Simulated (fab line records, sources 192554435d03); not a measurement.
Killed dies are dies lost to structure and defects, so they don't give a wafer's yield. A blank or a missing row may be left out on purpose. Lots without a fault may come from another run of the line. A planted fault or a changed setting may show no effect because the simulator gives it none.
Chamber matching | flow n5_finfet | N5_BEOL_M5_DEP_56 on pecvd-04: 3 sister chambers
The step deposits SiCN from 3MS/NH3, target thk 8 nm, time 14 s. 18 wafers are shown with their chamber, then 9 later ones without.

WAFERS WITH THEIR CHAMBER
wafer  | chamber | showerhead_plenum_p_Torr (Torr) | throttle_valve_pct (%)
L076.1 | 2       | 3.643                           | 8.7
L076.3 | 1       | 3.683                           | 9.6
L076.5 | 2       | 3.637                           | 8.4
L080.1 | 0       | 3.639                           | 9.4
L080.4 | 1       | 3.684                           | 9.8
L080.5 | 2       | 3.649                           | 8.4
L081.1 | 0       | 3.641                           | 9.5
L081.4 | 1       | 3.670                           | 9.6
L081.5 | 0       | 3.644                           | 9.6
L082.1 | 1       | 3.687                           | 9.6
L082.2 | 0       | 3.643                           | 9.4
L082.5 | 0       | 3.648                           | 9.3
L089.3 | 2       | 3.650                           | 8.8
L089.5 | 2       | 3.639                           | 8.9
L089.6 | 0       | 3.640                           | 9.4
L088.1 | 2       | 3.650                           | 8.4
L088.2 | 0       | 3.641                           | 9.7
L088.4 | 2       | 3.643                           | 8.8

SIGNATURES (means of the wafers above)
reading                  | chamber 0 | chamber 1 | chamber 2 | scatter within a chamber
showerhead_plenum_p_Torr | 3.64229   | 3.68100   | 3.64443   | 0.00515
throttle_valve_pct       | 9.471     | 9.650     | 8.629     | 0.171
Rule: a wafer's distance from a chamber is the root of the sum, over the readings, of the square of ((its reading less the chamber's mean) divided by the reading's scatter). The wafer belongs to the nearest chamber; if the next one is less than 2 further off, it can't be placed. The scatter: the root of (the sum of the squares of (reading less its chamber's mean) over the shown wafers, divided by (wafers less chambers)).

WAFERS WITHOUT THEIR CHAMBER
wafer  | showerhead_plenum_p_Torr (Torr) | throttle_valve_pct (%)
L094.1 | 3.641                           | 9.5
L094.3 | 3.677                           | 9.4
L094.4 | 3.671                           | 9.9
L091.1 | 3.644                           | 8.9
L091.2 | 3.681                           | 9.7
L091.4 | 3.647                           | 8.6
L097.3 | 3.645                           | 8.7
L097.5 | 3.642                           | 9.8
L097.6 | 3.643                           | 8.5

WHICH CHAMBER EACH WENT THROUGH
wafer  | from the rows above     | in truth
L094.1 | 0                       | 0
L094.3 | 1                       | 1
L094.4 | 1                       | 1
L091.1 | can't be placed: 2 or 0 | 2
L091.2 | 1                       | 1
L091.4 | 2                       | 2
L097.3 | 2                       | 2
L097.5 | 0                       | 0
L097.6 | 2                       | 2
Placed correctly: 8 of 9. Can't be placed from these rows: 1 (the true chamber is among the candidates in 1). Placed wrongly: 0.
